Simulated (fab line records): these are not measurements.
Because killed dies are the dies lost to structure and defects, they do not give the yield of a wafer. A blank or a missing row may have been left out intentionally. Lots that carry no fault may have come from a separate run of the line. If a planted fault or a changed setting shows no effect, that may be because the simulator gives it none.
Matching of chambers :: flow nandHarc :: NHARC_P_CONTACT_DESCUM_17 on rieDiel-12: 4 sister chambers
The step chemistry O2, time 3 s. 20 wafers are shown with their chamber, then 10 later ones without.

## WAFERS PAIRED WITH THEIR CHAMBERS
wafer: L075.1
chamber: 2
oesProductAu (a.u.): 1.016
throttleValvePct (%): 11.312
rfVppV (V): 58.7

wafer: L075.4
chamber: 0
oesProductAu (a.u.): 0.984
throttleValvePct (%): 11.317
rfVppV (V): 57.1

wafer: L075.5
chamber: 2
oesProductAu (a.u.): 1.013
throttleValvePct (%): 11.299
rfVppV (V): 58.7

wafer: L076.1
chamber: 3
oesProductAu (a.u.): 0.996
throttleValvePct (%): 11.316
rfVppV (V): 57.0

wafer: L076.4
chamber: 0
oesProductAu (a.u.): 0.989
throttleValvePct (%): 11.311
rfVppV (V): 58.1

wafer: L076.5
chamber: 1
oesProductAu (a.u.): 1.014
throttleValvePct (%): 11.299
rfVppV (V): 58.9

wafer: L078.1
chamber: 0
oesProductAu (a.u.): 0.994
throttleValvePct (%): 11.325
rfVppV (V): 55.9

wafer: L078.2
chamber: 1
oesProductAu (a.u.): 1.011
throttleValvePct (%): 11.313
rfVppV (V): 57.9

wafer: L078.6
chamber: 3
oesProductAu (a.u.): 0.991
throttleValvePct (%): 11.324
rfVppV (V): 58.1

wafer: L080.1
chamber: 1
oesProductAu (a.u.): 1.009
throttleValvePct (%): 11.314
rfVppV (V): 58.4

wafer: L080.2
chamber: 0
oesProductAu (a.u.): 0.994
throttleValvePct (%): 11.310
rfVppV (V): 57.3

wafer: L080.6
chamber: 1
oesProductAu (a.u.): 1.014
throttleValvePct (%): 11.302
rfVppV (V): 57.2

wafer: L081.1
chamber: 0
oesProductAu (a.u.): 0.988
throttleValvePct (%): 11.320
rfVppV (V): 58.5

wafer: L081.4
chamber: 3
oesProductAu (a.u.): 0.987
throttleValvePct (%): 11.307
rfVppV (V): 57.9

wafer: L081.5
chamber: 2
oesProductAu (a.u.): 1.019
throttleValvePct (%): 11.305
rfVppV (V): 57.2

wafer: L082.3
chamber: 2
oesProductAu (a.u.): 1.015
throttleValvePct (%): 11.314
rfVppV (V): 57.7

wafer: L082.4
chamber: 0
oesProductAu (a.u.): 0.989
throttleValvePct (%): 11.304
rfVppV (V): 57.1

wafer: L082.5
chamber: 1
oesProductAu (a.u.): 1.009
throttleValvePct (%): 11.319
rfVppV (V): 57.5

wafer: L084.1
chamber: 0
oesProductAu (a.u.): 1.007
throttleValvePct (%): 11.301
rfVppV (V): 58.3

wafer: L084.4
chamber: 1
oesProductAu (a.u.): 1.015
throttleValvePct (%): 11.308
rfVppV (V): 59.0

SIGNATURES (averages over the wafers above)
reading: oesProductAu
chamber 0: 0.99214
chamber 1: 1.01200
chamber 2: 1.01575
chamber 3: 0.99133
scatter within a chamber: 0.00516

reading: throttleValvePct
chamber 0: 11.31257
chamber 1: 11.30917
chamber 2: 11.30750
chamber 3: 11.31567
scatter within a chamber: 0.00799

reading: rfVppV
chamber 0: 57.471
chamber 1: 58.150
chamber 2: 58.075
chamber 3: 57.667
scatter within a chamber: 0.791
Rule: for each reading, subtract the chamber's mean from the wafer's reading, divide by that reading's scatter and square the result; add these up over the readings and take the root, which gives the wafer's distance from the chamber. If the next closest chamber is less than 2 further off than the closest, the wafer can't be placed; otherwise it belongs to the closest. The scatter: take each reading less its chamber's mean, square it, sum over the shown wafers, divide by the number of wafers less the number of chambers, and take the root.

## WAFERS WITH NO CHAMBER GIVEN
wafer: L084.5
oesProductAu (a.u.): 1.009
throttleValvePct (%): 11.305
rfVppV (V): 57.4

wafer: L087.1
oesProductAu (a.u.): 0.990
throttleValvePct (%): 11.300
rfVppV (V): 57.5

wafer: L087.2
oesProductAu (a.u.): 0.994
throttleValvePct (%): 11.310
rfVppV (V): 58.3

wafer: L087.3
oesProductAu (a.u.): 1.022
throttleValvePct (%): 11.313
rfVppV (V): 57.6

wafer: L089.2
oesProductAu (a.u.): 0.997
throttleValvePct (%): 11.323
rfVppV (V): 58.1

wafer: L089.4
oesProductAu (a.u.): 1.018
throttleValvePct (%): 11.317
rfVppV (V): 56.4

wafer: L089.5
oesProductAu (a.u.): 0.989
throttleValvePct (%): 11.316
rfVppV (V): 59.8

wafer: L090.2
oesProductAu (a.u.): 0.998
throttleValvePct (%): 11.291
rfVppV (V): 57.9

wafer: L090.4
oesProductAu (a.u.): 1.015
throttleValvePct (%): 11.301
rfVppV (V): 57.9

wafer: L090.5
oesProductAu (a.u.): 1.019
throttleValvePct (%): 11.315
rfVppV (V): 57.6

## CHAMBER TAKEN BY EACH
wafer: L084.5
from the rows above: can't be placed: 1 or 2
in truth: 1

wafer: L087.1
from the rows above: can't be placed: 0 or 3
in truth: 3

wafer: L087.2
from the rows above: can't be placed: 0 or 3
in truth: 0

wafer: L087.3
from the rows above: can't be placed: 2 or 1
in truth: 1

wafer: L089.2
from the rows above: can't be placed: 3 or 0 or 1
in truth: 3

wafer: L089.4
from the rows above: can't be placed: 2 or 1
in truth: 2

wafer: L089.5
from the rows above: can't be placed: 3 or 0
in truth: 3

wafer: L090.2
from the rows above: can't be placed: 0 or 3 or 1 or 2
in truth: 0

wafer: L090.4
from the rows above: can't be placed: 2 or 1
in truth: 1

wafer: L090.5
from the rows above: can't be placed: 2 or 1
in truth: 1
Placed correctly: 0 of 10. Can't be placed from these rows: 10 (the true chamber is among the candidates in 10). Placed wrongly: 0.
